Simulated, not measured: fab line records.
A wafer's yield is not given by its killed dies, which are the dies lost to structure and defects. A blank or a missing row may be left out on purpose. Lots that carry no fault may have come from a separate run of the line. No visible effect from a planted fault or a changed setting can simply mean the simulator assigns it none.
Which of the tools did it? | flow n5-finfet | Sampling: 24 lots, 72 wafers, 6 of 1938 route steps

WHAT THE GAUGES READ, wafer by wafer
N5_BEOL_M3_RS_MEAS_58: measurement is done with a four-point probe.
lot  | measured     | on            | M3_RS (ohm/sq)
L074 | day 8 08:13  | film-metro-01 | 0.69 0.69 0.72
L076 | day 8 08:21  | film-metro-01 | 0.71 0.70 0.73
L075 | day 8 08:37  | film-metro-02 | 0.69 0.76 0.67
L077 | day 8 10:04  | film-metro-01 | 0.64 0.72 0.65
L079 | day 8 15:14  | film-metro-02 | 0.66 0.66 0.63
L078 | day 8 16:37  | film-metro-02 | 0.67 0.69 0.68
L080 | day 8 21:24  | film-metro-02 | 0.75 0.72 0.67
L081 | day 9 16:30  | film-metro-01 | 0.66 0.69 0.63
L082 | day 9 23:55  | film-metro-02 | 0.65 0.65 0.64
L084 | day 10 03:04 | film-metro-01 | 0.66 0.64 0.64
L083 | day 10 03:15 | film-metro-01 | 0.69 0.67 0.68
L086 | day 11 07:06 | film-metro-02 | 0.68 0.64 0.68
L088 | day 11 07:12 | film-metro-01 | 0.66 0.65 0.62
L087 | day 11 07:42 | film-metro-02 | 0.70 0.72 0.69
L085 | day 11 09:10 | film-metro-01 | 0.76 0.76 0.67
L090 | day 11 11:25 | film-metro-02 | 0.72 0.70 0.69
L089 | day 11 13:16 | film-metro-02 | 0.65 0.66 0.66
L091 | day 11 15:35 | film-metro-02 | 0.69 0.65 0.60
L092 | day 11 21:20 | film-metro-01 | 0.66 0.71 0.69
L093 | day 12 19:04 | film-metro-01 | 0.66 0.65 0.61
L095 | day 12 20:01 | film-metro-02 | 0.69 0.67 0.63
L094 | day 12 21:08 | film-metro-01 | 0.69 0.64 0.65
L096 | day 13 06:19 | film-metro-01 | 0.69 0.67 0.61
L097 | day 14 06:05 | film-metro-02 | 0.69 0.65 0.69

N5_BEOL_M3_INSPECT_59: inspects for defects (darkfield).
lot  | measured     | on                | raw-defect-count
L074 | day 8 08:15  | defect-inspect-02 | 94 89 132
L076 | day 8 08:22  | defect-inspect-02 | 128 74 59
L075 | day 8 08:39  | defect-inspect-02 | 94 97 116
L077 | day 8 10:05  | defect-inspect-01 | 71 39 75
L079 | day 8 15:15  | defect-inspect-02 | 82 63 61
L078 | day 8 16:39  | defect-inspect-02 | 62 41 48
L080 | day 8 21:25  | defect-inspect-02 | 109 57 103
L081 | day 9 16:32  | defect-inspect-01 | 55 88 94
L082 | day 9 23:56  | defect-inspect-02 | 62 51 79
L084 | day 10 03:05 | defect-inspect-02 | 38 59 65
L083 | day 10 03:17 | defect-inspect-02 | 64 76 83
L086 | day 11 07:07 | defect-inspect-02 | 95 112 157
L088 | day 11 07:14 | defect-inspect-01 | 69 49 59
L087 | day 11 07:44 | defect-inspect-02 | 75 72 55
L085 | day 11 09:11 | defect-inspect-02 | 43 44 49
L090 | day 11 11:26 | defect-inspect-02 | 103 58 68
L089 | day 11 13:17 | defect-inspect-01 | 45 58 45
L091 | day 11 15:37 | defect-inspect-01 | 65 93 105
L092 | day 11 21:22 | defect-inspect-01 | 57 96 123
L093 | day 12 19:05 | defect-inspect-01 | 71 40 47
L095 | day 12 20:03 | defect-inspect-02 | 82 94 82
L094 | day 12 21:10 | defect-inspect-01 | 59 46 68
L096 | day 13 06:20 | defect-inspect-01 | 58 94 77
L097 | day 14 06:06 | defect-inspect-02 | 75 80 99

N5_BEOL_M4_THK_MEAS_01.
lot  | measured     | on            | M4_ILD_THK (nm)
L074 | day 8 08:21  | film-metro-02 | 77.9 78.7 80.2
L076 | day 8 08:29  | film-metro-02 | 78.1 80.2 80.3
L075 | day 8 08:45  | film-metro-01 | 77.5 77.6 78.3
L077 | day 8 10:11  | film-metro-01 | 78.4 77.7 77.5
L079 | day 8 15:22  | film-metro-01 | 78.3 78.8 78.5
L078 | day 8 16:45  | film-metro-02 | 76.9 77.3 78.7
L080 | day 8 21:32  | film-metro-02 | 78.7 80.0 80.1
L081 | day 9 16:38  | film-metro-02 | 78.1 79.7 80.6
L082 | day 10 00:03 | film-metro-02 | 79.0 78.4 80.2
L084 | day 10 03:13 | film-metro-01 | 77.3 77.9 78.8
L083 | day 10 03:24 | film-metro-01 | 77.1 78.9 79.4
L086 | day 11 07:14 | film-metro-01 | 78.3 79.4 78.4
L088 | day 11 07:20 | film-metro-02 | 78.2 77.3 78.7
L087 | day 11 07:50 | film-metro-01 | 78.0 79.3 79.9
L085 | day 11 09:17 | film-metro-02 | 77.8 79.3 78.6
L090 | day 11 11:33 | film-metro-01 | 78.9 78.2 77.9
L089 | day 11 13:23 | film-metro-01 | 78.7 77.6 80.3
L091 | day 11 15:43 | film-metro-01 | 78.1 79.6 78.8
L092 | day 11 21:28 | film-metro-02 | 80.2 80.5 79.8
L093 | day 12 19:11 | film-metro-02 | 76.2 77.1 78.0
L095 | day 12 20:09 | film-metro-01 | 80.2 80.2 80.4
L094 | day 12 21:16 | film-metro-01 | 78.2 79.2 79.4
L096 | day 13 06:26 | film-metro-01 | 78.1 77.5 78.7
L097 | day 14 06:13 | film-metro-01 | 78.8 79.7 80.4

WHICH TOOL RAN EACH LOT (tool, then ch and the chambers of the sampled wafers, then the start)
lot  | N5_BEOL_M3_ANNEAL_87         | N5_BEOL_M3_ANNEAL_95         | N5_BEOL_M4_ILD_DEP_00
L074 | pvd-sputter-03, day 8 06:09  | pvd-sputter-03, day 8 07:02  | pecvd-02 ch 1,2, day 8 08:17
L076 | pvd-sputter-02, day 8 06:17  | pvd-sputter-02, day 8 07:10  | pecvd-02 ch 0,1,2, day 8 08:25
L075 | pvd-sputter-01, day 8 06:28  | pvd-sputter-01, day 8 07:20  | pecvd-02 ch 1,2, day 8 08:41
L077 | pvd-sputter-03, day 8 07:59  | pvd-sputter-03, day 8 08:52  | pecvd-03 ch 0,1,2, day 8 10:08
L079 | pvd-sputter-02, day 8 12:56  | pvd-sputter-02, day 8 13:49  | pecvd-01 ch 0,1,2, day 8 15:17
L078 | pvd-sputter-01, day 8 14:33  | pvd-sputter-01, day 8 15:26  | pecvd-01 ch 0,2, day 8 16:41
L080 | pvd-sputter-03, day 8 19:16  | pvd-sputter-03, day 8 20:09  | pecvd-02 ch 0,2, day 8 21:28
L081 | pvd-sputter-02, day 9 14:16  | pvd-sputter-02, day 9 15:08  | pecvd-01 ch 0,1, day 9 16:34
L082 | pvd-sputter-03, day 9 21:49  | pvd-sputter-03, day 9 22:41  | pecvd-01 ch 1,2, day 9 23:58
L084 | pvd-sputter-02, day 10 00:58 | pvd-sputter-02, day 10 01:51 | pecvd-03 ch 0,1, day 10 03:08
L083 | pvd-sputter-01, day 10 01:06 | pvd-sputter-01, day 10 01:59 | pecvd-03 ch 0,1, day 10 03:19
L086 | pvd-sputter-02, day 11 05:02 | pvd-sputter-02, day 11 05:55 | pecvd-01 ch 1,2, day 11 07:10
L088 | pvd-sputter-03, day 11 05:08 | pvd-sputter-03, day 11 06:01 | pecvd-01 ch 0,2, day 11 07:16
L087 | pvd-sputter-01, day 11 05:20 | pvd-sputter-01, day 11 06:13 | pecvd-01 ch 0,1, day 11 07:46
L085 | pvd-sputter-03, day 11 07:05 | pvd-sputter-03, day 11 07:58 | pecvd-02 ch 0,1,2, day 11 09:13
L090 | pvd-sputter-02, day 11 09:07 | pvd-sputter-02, day 11 09:59 | pecvd-02 ch 0,1,2, day 11 11:29
L089 | pvd-sputter-01, day 11 11:11 | pvd-sputter-01, day 11 12:04 | pecvd-02 ch 0,1, day 11 13:20
L091 | pvd-sputter-01, day 11 13:31 | pvd-sputter-01, day 11 14:23 | pecvd-02 ch 0,1,2, day 11 15:39
L092 | pvd-sputter-02, day 11 19:15 | pvd-sputter-02, day 11 20:08 | pecvd-02 ch 0,1, day 11 21:23
L093 | pvd-sputter-02, day 12 14:39 | pvd-sputter-02, day 12 15:32 | pecvd-01 ch 0,1,2, day 12 19:07
L095 | pvd-sputter-01, day 12 15:07 | pvd-sputter-01, day 12 15:59 | pecvd-02 ch 0,1,2, day 12 20:06
L094 | pvd-sputter-02, day 12 17:42 | pvd-sputter-02, day 12 18:35 | pecvd-02 ch 0,1,2, day 12 21:11
L096 | pvd-sputter-03, day 13 02:01 | pvd-sputter-03, day 13 02:54 | pecvd-01 ch 0,1, day 13 06:22
L097 | pvd-sputter-02, day 14 01:55 | pvd-sputter-02, day 14 02:47 | pecvd-03 ch 1,2, day 14 06:08
- N5_BEOL_M3_ANNEAL_87: time 240 s.
- N5_BEOL_M3_ANNEAL_95: time 240 s.
- N5_BEOL_M4_ILD_DEP_00: deposits SiOC from DEMS/O2, target thk 79 nm, time 15.3 s.

WHAT THE TOOLS THEMSELVES READ (means of the sampled wafers that have a number; where no wafer has one, the mark that the record gives instead)
N5_BEOL_M3_ANNEAL_87.
lot  | tool           | heater-power-w (W)
L074 | pvd-sputter-03 | 831
L076 | pvd-sputter-02 | 845
L075 | pvd-sputter-01 | 815
L077 | pvd-sputter-03 | 836
L079 | pvd-sputter-02 | 873
L078 | pvd-sputter-01 | 824
L080 | pvd-sputter-03 | 856
L081 | pvd-sputter-02 | 898
L082 | pvd-sputter-03 | 835
L084 | pvd-sputter-02 | 847
L083 | pvd-sputter-01 | 843
L086 | pvd-sputter-02 | 830
L088 | pvd-sputter-03 | 792
L087 | pvd-sputter-01 | 797
L085 | pvd-sputter-03 | 775
L090 | pvd-sputter-02 | 869
L089 | pvd-sputter-01 | 825
L091 | pvd-sputter-01 | 843
L092 | pvd-sputter-02 | 875
L093 | pvd-sputter-02 | 843
L095 | pvd-sputter-01 | 815
L094 | pvd-sputter-02 | 834
L096 | pvd-sputter-03 | 826
L097 | pvd-sputter-02 | 822

N5_BEOL_M3_ANNEAL_95.
lot  | tool           | heater-power-w (W)
L074 | pvd-sputter-03 | 838
L076 | pvd-sputter-02 | 870
L075 | pvd-sputter-01 | 809
L077 | pvd-sputter-03 | 833
L079 | pvd-sputter-02 | 862
L078 | pvd-sputter-01 | 807
L080 | pvd-sputter-03 | 827
L081 | pvd-sputter-02 | 896
L082 | pvd-sputter-03 | 839
L084 | pvd-sputter-02 | 864
L083 | pvd-sputter-01 | 852
L086 | pvd-sputter-02 | 832
L088 | pvd-sputter-03 | 812
L087 | pvd-sputter-01 | 800
L085 | pvd-sputter-03 | 775
L090 | pvd-sputter-02 | 870
L089 | pvd-sputter-01 | 827
L091 | pvd-sputter-01 | 833
L092 | pvd-sputter-02 | 869
L093 | pvd-sputter-02 | 831
L095 | pvd-sputter-01 | 815
L094 | pvd-sputter-02 | 835
L096 | pvd-sputter-03 | 824
L097 | pvd-sputter-02 | 831

N5_BEOL_M4_ILD_DEP_00.
lot  | tool     | heater-power-w (W) | showerhead-plenum-p-Torr (Torr) | throttle-valve-pct (%)
L074 | pecvd-02 | 472                | 5.677                           | 11.8
L076 | pecvd-02 | 452                | 5.693                           | 12.3
L075 | pecvd-02 | 497                | 5.681                           | 11.9
L077 | pecvd-03 | 476                | 5.698                           | 12.1
L079 | pecvd-01 | 438                | 5.696                           | 12.3
L078 | pecvd-01 | 403                | 5.689                           | 11.6
L080 | pecvd-02 | 461                | 5.689                           | 12.4
L081 | pecvd-01 | 410                | 5.697                           | 12.9
L082 | pecvd-01 | 389                | 5.685                           | 12.9
L084 | pecvd-03 | 479                | 5.701                           | 12.0
L083 | pecvd-03 | 425                | 5.709                           | 12.0
L086 | pecvd-01 | 436                | 5.679                           | 12.2
L088 | pecvd-01 | 425                | 5.682                           | 11.7
L087 | pecvd-01 | 442                | 5.691                           | 12.3
L085 | pecvd-02 | 474                | 5.688                           | 12.3
L090 | pecvd-02 | 470                | 5.693                           | 12.4
L089 | pecvd-02 | 493                | 5.693                           | 12.1
L091 | pecvd-02 | 437                | 5.689                           | 12.4
L092 | pecvd-02 | 466                | 5.690                           | 12.2
L093 | pecvd-01 | 443                | 5.689                           | 12.3
L095 | pecvd-02 | 483                | 5.691                           | 12.3
L094 | pecvd-02 | 458                | 5.687                           | 12.4
L096 | pecvd-01 | 434                | 5.692                           | 12.9
L097 | pecvd-03 | 512                | 5.692                           | 11.7

THE ANSWER, worked out from the rows above alone
Rule: what is usual is taken from the lots themselves. The widest of any qualifying gaps counts: lots, ordered by their means at a reading, are off when they make up no more than a third of the lots, leave a main group of 4 or more, and stand apart from it by 3 or more times the standard deviation of that group's means. Not used: any main group whose means are identical at the precision the tables above print for the reading. Also off: a lot with no number at a reading for which 4 or more lots have one. The other lots that the step has rows for count as sound. Order of review: gauges by route order, followed by the tools' own readings, for which a lot's mean as printed above is used. The first step at which some lot is off is used, and at that step the reading that is off furthest; a lot without a number counts as furthest.
Across all readings shown, no lot is off: no conclusion can be drawn from this.

WHAT THE SIMULATOR HAD INSERTED
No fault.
